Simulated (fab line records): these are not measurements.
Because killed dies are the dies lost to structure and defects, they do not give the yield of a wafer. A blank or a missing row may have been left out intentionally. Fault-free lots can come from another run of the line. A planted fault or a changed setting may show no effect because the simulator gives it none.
fab line records	flow nand-harc
[record] lots = 6	wafers = 18	last-day = 33
route steps=1302 shown A_CHANNEL_FILL_D2@616
lots that met no fault: from a run of the same line without faults
start-h: hours from the record's opening day to when the first of the lot's shown wafers began	wait-h: how many hours have passed since the lot's step before this one	" repeats the value in the row above	L1.1+2: a row that stands for several wafers	- no value, or no start given	* or withheld: withheld	< > ~ a bound
route shown NAME@n: NAME is a module with steps in the file, n the number in the route of the first one	usual: mean/standard deviation of fault-free wafers	same: alike in all rows	chamber/n: place in a boat	sites: the reading at each site	_std_site: their standard deviation	_edge_site: the outer-site mean with the inner-site mean subtracted	radius-mm: for every site, how far away it sits from the centre of the wafer	mask NAME#n: copy n	behind: the last tool/chamber to shape the wafer	hold: cause of the lot's hold/its duration in hours/its outcome	device: the transistor (n, p or np) that didn't switch	end of line: the tests these same wafers got at the end of their route	a step with no rows: only its recipe	killed: the dies lost at the first sort to structure and to defects; this is not the yield of the wafer	map: shows each die of a wafer: x if killed, . if not, _ if none is there
set.NAME: the setting that was run; set.NAME@STEP: the one run at that earlier step	model.NAME: the simulator's own value behind a step, which no gauge read
a table for each step, a row for each wafer; lots at some steps of the route
services: the hour from which a tool's chamber was out of use, counted from the record's first day as start-h (under 0 if before that day), plus the number of hours and why
[[steps]]
[step NHARC_A_CHANNEL_FILL_D2_ALD_16]
[recipe] target-thk-a = 15	pulse-time-s = 10	ald-cycles = 15	temp-c = 300	material = SiO2
[usual] heater-power-w = 473/31	precursor-pulse-height-rel = 0.999/0.019
[same] pulse-time-s = 10
lot.wafer	tool	chamber	start-h	wait-h	heater-power-w	precursor-pulse-height-rel	since-wet-clean-h
L187.4	ald-hk-04	0	327.16	0.1	512	1.026	62
L187.1	"	1	"	"	442	0.998	62
L187.3	"	2	"	"	465	0.944	62
L188.4	ald-hk-04	2	333.95	0.1	473	0.968	69
L188.3	"	3	"	"	458	1.004	69
L188.6	"	2	"	"	477	0.993	-
L198.3	ald-hk-03	0	427.79	0.0	446	1.004	20
L198.4	"	1	"	"	426	1.016	20
L198.6	"	1	"	"	434	1.017	-
L199.3	ald-hk-01	2	442.86	1.5	504	0.967	135
L199.4	"	3	"	"	457	0.994	135
L199.2	"	0	"	"	516	0.988	135
L206.4	ald-hk-01	1	516.09	0.1	476	1.020	30
L206.3	"	2	"	"	527	0.998	30
L206.6	"	0	"	"	493	1.010	-
L209.1	ald-hk-03	0	537.71	0.0	455	0.994	130
L209.4	"	1	"	"	432	1.013	130
L209.3	"	2	"	"	528	1.004	130
[step NHARC_A_CHANNEL_FILL_D2_ANNEAL_17]
[recipe] temp-c = 850	time-s = 1800
[step NHARC_A_CHANNEL_FILL_D2_CVD_18]
[recipe] target-thk-a = 30	temp-c = 550	material = poly-Si
[step NHARC_A_CHANNEL_FILL_D2_ETCHBACK_19]
[recipe] target-depth-a = 50	time-s = 1.7	hbr-flow-sccm = 150	cl2-flow-sccm = 50	rf-w = 400	icp-w = 400	bias-w = 100	chemistry = HBr/Cl2
[usual] drypump-motor-current-A = 5.7/0.47	oes-product-au = 0.999/0.011	throttle-valve-pct = 26.407/0.0096
lot.wafer	tool	chamber	start-h	wait-h	drypump-motor-current-A	oes-product-au	rf-hours-counter-h	throttle-valve-pct
L187.1	rie-si-04	3	338.94	0.4	5.6	0.988	0.87	26.391
L187.3	"	0	"	"	5.9	1.006	1.07	26.416
L187.4	"	1	"	"	6.2	0.982	1.06	26.422
L188.3	rie-si-02	0	347.71	0.4	6.7	1.009	0.45	26.405
L188.4	"	1	"	"	5.3	1.002	0.40	26.421
L188.6	"	0	"	"	6.7	1.006	-	26.415
L198.4	rie-si-04	0	439.77	0.4	5.8	0.992	0.55	26.413
L198.3	"	2	"	"	5.4	0.994	0.44	26.405
L198.6	"	0	"	"	5.8	1.005	-	26.402
L199.2	rie-si-04	2	456.97	0.4	5.5	0.997	0.53	26.407
L199.4	"	3	"	"	5.6	0.984	0.59	26.406
L199.3	"	0	"	"	5.9	1.005	0.69	26.405
L206.3	rie-si-05	3	528.05	0.4	5.8	0.996	0.28	26.406
L206.6	"	1	"	"	6.2	1.017	-	26.417
L206.4	"	3	"	"	5.8	0.992	-	26.401
L209.1	rie-si-04	2	549.55	0.4	5.5	0.996	0.08	26.406
L209.4	"	3	"	"	5.6	1.001	0.06	26.419
L209.3	"	0	"	"	5.9	1.015	0.10	26.412
[step NHARC_A_CHANNEL_FILL_D2_ETCHBACK_20]
[recipe] target-depth-a = 270	time-s = 13.5	c4f8-flow-sccm = withheld	o2-flow-sccm = 8	ar-flow-sccm = withheld	rf-w = 600	bias-w = 1500	chemistry = C4F8/O2/Ar
[usual] oes-product-au = 0.994/0.015	rf-vpp-V = 977/5.9	run-length-s = 34.5/0.31
lot.wafer	tool	chamber	start-h	wait-h	oes-product-au	rf-hours-counter-h	rf-vpp-V	run-length-s
L187.4	rie-diel-04	0	339.08	-	0.997	5	972	34.4
L187.3	"	1	"	"	0.975	5	974	34.5
L187.1	"	2	"	"	0.990	5	974	34.4
L188.4	rie-diel-04	2	347.83	-	0.988	6	975	34.4
L188.3	"	3	"	"	1.014	5	989	34.2
L188.6	"	3	"	"	1.008	-	988	34.8
L198.3	rie-diel-04	3	439.89	-	0.975	2	989	34.6
L198.6	"	0	"	"	0.966	-	972	34.5
L198.4	"	1	"	"	0.934	-	976	34.6
L199.2	rie-diel-04	0	457.10	-	1.019	2	972	34.2
L199.3	"	1	"	"	0.980	2	975	34.5
L199.4	"	1	"	"	0.989	-	973	34.4
L206.4	rie-diel-13	3	528.18	-	0.998	0	981	34.2
L206.3	"	0	"	"	1.010	0	972	34.5
L206.6	"	2	"	"	1.014	-	972	34.1
L209.3	rie-diel-04	0	549.68	-	1.002	0	973	34.8
L209.1	"	1	"	"	0.987	0	974	35.2
L209.4	"	1	"	"	1.006	-	974	34.7
[step NHARC_A_CHANNEL_FILL_D2_STRIP_28]
[recipe] time-s = 20	o2-flow-sccm = 500	ar-flow-sccm = 0	bias-w = 0	chemistry = O2
[usual] drypump-motor-current-A = 5.8/0.34	oes-product-au = 0.999/0.0095	rf-vpp-V = 57.9/0.84	showerhead-plenum-p-Torr = 3.51/0.15	throttle-valve-pct = 17.036/0.0088
lot.wafer	tool	chamber	start-h	wait-h	drypump-motor-current-A	oes-product-au	rf-hours-counter-h	rf-vpp-V	showerhead-plenum-p-Torr	throttle-valve-pct
L187.1	rie-diel-04	3	339.17	0.1	5.5	1.016	5	58.3	3.78	17.030
L187.3	"	1	"	"	5.7	0.990	5	57.9	3.44	17.056
L187.4	"	2	"	"	5.7	0.999	5	58.1	3.44	17.039
L188.4	rie-diel-04	0	347.92	0.1	5.5	1.002	5	56.6	3.38	17.035
L188.3	"	2	"	"	5.7	0.987	6	58.6	3.44	17.034
L188.6	"	0	"	"	5.6	1.005	-	58.3	3.38	17.052
L198.3	rie-diel-04	1	440.00	0.1	5.7	0.984	2	57.2	3.44	17.013
L198.6	"	1	"	"	5.7	0.993	-	56.6	3.44	17.022
L198.4	"	0	"	"	5.5	1.007	-	58.1	3.38	17.044
L199.2	rie-diel-04	3	457.20	0.1	5.5	1.011	2	59.1	3.78	17.031
L199.3	"	1	"	"	5.7	0.984	-	57.0	3.44	17.032
L199.4	"	3	"	"	5.5	1.011	-	58.1	3.78	17.043
L206.4	rie-diel-13	2	528.26	0.1	5.4	1.005	0	57.6	3.36	17.036
L206.3	"	1	"	"	5.5	0.986	0	58.6	3.63	17.033
L206.6	"	2	"	"	5.3	1.000	-	57.6	3.36	17.039
L209.1	rie-diel-04	1	549.79	0.1	5.7	0.988	0	57.8	3.44	17.052
L209.3	"	2	"	"	5.8	0.999	1	58.0	3.44	17.036
L209.4	"	1	"	"	5.8	1.001	-	57.1	3.44	17.036
[step NHARC_A_CHANNEL_FILL_D2_PRECLEAN_21]
[recipe] time-s = 30	chemistry = dHF
[step NHARC_A_CHANNEL_FILL_D2_SRD_23]
[step NHARC_A_CHANNEL_FILL_D2_CVD_05]
[recipe] target-thk-a = 50	temp-c = 550	material = poly-Si
[step NHARC_A_CHANNEL_FILL_D2_ANNEAL_22]
[recipe] temp-c = 620	time-s = 7200
[step NHARC_A_CHANNEL_FILL_D2_THK_MEAS_06]
[recipe] thk-meas-gauge = ellipsometry
[usual] thk-nm = 5.1/0.95
lot.wafer	tool	chamber	start-h	wait-h	thk-nm
L187.1	film-metro-01	-	352.95	0.4	5.8
L187.3	"	-	"	"	4.7
L187.4	"	-	"	"	5.4
L188.3	film-metro-02	-	359.19	0.4	3.4
L188.4	"	-	"	"	5.5
L188.6	"	-	"	"	3.6
L198.3	film-metro-02	-	456.35	0.4	6.8
L198.4	"	-	"	"	5.5
L198.6	"	-	"	"	4.4
L199.2	film-metro-02	-	468.90	0.4	6.3
L199.3	"	-	"	"	4.5
L199.4	"	-	"	"	7.5
L206.3	film-metro-01	-	541.39	0.4	4.5
L206.4	"	-	"	"	4.6
L206.6	"	-	"	"	3.6
L209.1	film-metro-01	-	561.51	0.4	5.5
L209.3	"	-	"	"	5.9
L209.4	"	-	"	"	4.2
[step NHARC_A_CHANNEL_FILL_D2_ALD_25]
[recipe] target-thk-a = 600	pulse-time-s = 10	ald-cycles = 600	temp-c = 300	material = SiOx
[usual] heater-power-w = 476/29	precursor-pulse-height-rel = 0.998/0.02
[same] pulse-time-s = 10
lot.wafer	tool	chamber	start-h	wait-h	heater-power-w	precursor-pulse-height-rel	since-wet-clean-h
L187.1	ald-hk-01	1	353.01	0.1	442	0.984	46
L187.3	"	2	"	"	487	1.015	47
L187.4	"	0	354.84	1.9	506	0.963	48
L188.3	ald-hk-04	0	359.25	0.1	513	0.958	96
L188.4	"	2	360.48	1.3	480	1.027	97
L188.6	"	0	361.70	2.5	520	1.025	-
L198.4	ald-hk-01	2	457.73	1.4	501	1.010	151
L198.3	"	3	"	"	451	0.970	151
L198.6	"	1	459.57	3.2	452	0.993	-
L199.3	ald-hk-01	1	468.96	0.1	459	1.018	162
L199.2	"	2	"	"	499	1.002	163
L199.4	"	0	470.78	1.9	515	1.007	164
L206.4	ald-hk-04	2	542.05	0.7	491	0.997	100
L206.3	"	3	"	"	427	1.006	101
L206.6	"	2	544.48	3.1	481	0.963	-
L209.1	ald-hk-01	0	561.57	0.1	482	1.032	77
L209.3	"	1	562.80	1.3	472	0.997	78
L209.4	"	3	565.28	3.8	479	1.010	80
[step NHARC_A_CHANNEL_FILL_D2_ETCHBACK_08]
[recipe] target-depth-a = 2200	time-s = 110	c4f8-flow-sccm = 20	ar-flow-sccm = withheld	rf-w = 600	bias-w = 300	chemistry = C4F8
[usual] oes-product-au = 0.97/0.036	rf-vpp-V = 440.5/2.9	run-length-s = 131.1/0.36
lot.wafer	tool	chamber	start-h	wait-h	oes-product-au	rf-hours-counter-h	rf-vpp-V	run-length-s
L187.1	rie-diel-03	3	358.55	-	0.98	11	443.7	130.6
L187.4	"	0	"	"	1.00	11	438.1	131.8
L187.3	"	1	"	"	1.01	11	437.7	131.8
L188.4	rie-diel-13	0	364.79	-	0.99	0	438.1	130.7
L188.3	"	1	"	"	0.99	0	441.6	131.9
L188.6	"	0	"	"	0.99	-	438.1	130.6
L198.4	rie-diel-13	1	462.04	-	0.99	4	442.3	152.6
L198.3	"	2	"	"	0.99	4	438.4	151.8
L198.6	"	2	"	"	0.98	-	438.2	151.9
L199.2	rie-diel-13	2	474.48	-	0.92	4	438.4	151.8
L199.3	"	3	"	"	0.92	4	443.1	152.0
L199.4	"	0	"	"	0.93	5	437.7	151.6
L206.3	rie-diel-04	3	546.97	-	1.01	0	444.4	131.2
L206.4	"	0	"	"	1.02	0	437.7	130.8
L206.6	"	2	"	"	1.00	-	439.5	130.7
L209.3	rie-diel-04	0	570.86	-	0.94	1	437.5	131.3
L209.4	"	1	"	"	0.92	1	439.2	131.1
L209.1	"	2	"	"	0.92	1	438.2	131.0
[step NHARC_A_CHANNEL_FILL_D2_STRIP_29]
[recipe] time-s = 20	o2-flow-sccm = 500	ar-flow-sccm = 0	bias-w = 0	chemistry = O2
[[services]]
tool	chamber	start-h	hours	kind
rie-si-05	-	305.00	9.0	pm
rie-diel-03	2	306.05	3.9	repair
rie-diel-13	1	307.14	4.5	repair
rie-diel-13	3	328.66	2.6	repair
rie-diel-13	-	342.00	9.0	pm
rie-si-04	-	342.00	9.0	pm
rie-diel-04	1	342.87	2.6	repair
rie-diel-04	-	354.90	9.0	pm
rie-diel-13	1	395.15	3.1	repair
rie-diel-04	-	403.73	0.2	repair
rie-diel-04	2	439.14	22.3	repair
rie-diel-04	1	443.09	7.0	repair
rie-diel-04	0	457.15	7.5	repair
rie-si-04	2	468.66	3.0	repair
ald-hk-01	-	476.12	10.0	pm
rie-diel-13	2	485.64	33.3	repair
rie-si-04	0	504.29	9.2	repair
rie-diel-13	-	505.12	0.6	repair
rie-diel-13	-	519.00	9.0	pm
rie-si-04	-	519.00	9.0	pm
rie-diel-04	-	531.90	9.0	pm
ald-hk-03	-	546.32	0.5	repair
rie-diel-04	3	548.38	10.6	repair
rie-si-04	-	550.58	0.3	repair
[[key]]
[first-sign] step = NHARC_A_CHANNEL_FILL_D2_ETCHBACK_08	reading = run-length-s	direction = up	sigmas = 57	usual = *	struck = *
effect none on later readings
met-at NHARC_A_CHANNEL_FILL_D2_ETCHBACK_08
struck-wafers L198.3,L198.4,L198.6,L199.2,L199.3,L199.4
tester-left-out L198,L199
onset-between 364.79 462.04
[fault] kind = process-parameter-drift	tool = rie-diel-13	chamber = -	onset-h = 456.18	steps = NHARC_A_CHANNEL_FILL_D2_ETCHBACK_08	channel = time-s	offset = *	shape = step	end-h = 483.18	acts-in = *	stated = *
// tester-left-out: of these lots the tester's yield and bins aren't shown, on N5 and GAA mostly nor the transistor test; their killed dies are dies lost to structure and defects alone, not to doping, threshold or leakage, so they don't give the yield
